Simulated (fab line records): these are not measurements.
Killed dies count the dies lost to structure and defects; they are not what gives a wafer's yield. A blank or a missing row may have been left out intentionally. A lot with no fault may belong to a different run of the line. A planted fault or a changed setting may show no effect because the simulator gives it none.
Chamber matching | flow nand harc | NHARC_P_CONTACT_ALD_22 on ald metal-03: 4 sister chambers
The step deposits TiN, target thk 3 nm, pulse time 1 s, ald cycles 150. 14 wafers are shown with their chamber, then 7 later ones without.

== WAFERS PAIRED WITH THEIR CHAMBERS ==
wafer  | chamber | heater power w (W) | precursor pulse height rel
L084.3 | 2       | 978                | 0.975
L084.4 | 1       | 1229               | 1.018
L084.5 | 3       | 865                | 1.022
L087.1 | 1       | 1221               | 0.972
L087.2 | 2       | 969                | 1.017
L087.5 | 0       | 1150               | 0.957
L091.1 | 1       | 1261               | 0.989
L091.5 | 0       | 1120               | 0.987
L091.6 | 3       | 884                | 1.049
L092.1 | 3       | 872                | 0.972
L092.5 | 3       | 890                | 1.037
L092.6 | 0       | 1103               | 0.975
L094.1 | 0       | 1128               | 0.977
L094.2 | 3       | 883                | 1.008

SIGNATURES, as means of the wafers listed above
reading                    | chamber 0 | chamber 1 | chamber 2 | chamber 3 | scatter within a chamber
heater power w             | 1125.25   | 1237.00   | 973.50    | 878.80    | 15.8
precursor pulse height rel | 0.97400   | 0.99300   | 0.99600   | 1.01760   | 0.0245
Rule: for each reading, subtract the chamber's mean from the wafer's reading, divide by that reading's scatter and square the result; add these up over the readings and take the root, which gives the wafer's distance from the chamber. The wafer belongs to the nearest chamber; if the next one is less than 2 further off, it can't be placed. The scatter: take each reading less its chamber's mean, square it, sum over the shown wafers, divide by the number of wafers less the number of chambers, and take the root.

== WAFERS WHOSE CHAMBER IS MISSING ==
wafer  | heater power w (W) | precursor pulse height rel
L094.3 | 1246               | 0.959
L094.4 | 1007               | 0.977
L094.5 | 1086               | 1.006
L094.6 | 1233               | 1.045
L095.1 | 998                | 1.015
L095.3 | 1135               | 1.029
L095.5 | 866                | 0.970

== CHAMBER TAKEN BY EACH ==
wafer  | from the rows above | in truth
L094.3 | 1                   | 1
L094.4 | 2                   | 2
L094.5 | 0                   | 0
L094.6 | 1                   | 1
L095.1 | 2                   | 2
L095.3 | 0                   | 0
L095.5 | 3                   | 3
Placed correctly: 7 of 7. Left unplaced by these rows: 0. 0 placed wrongly.
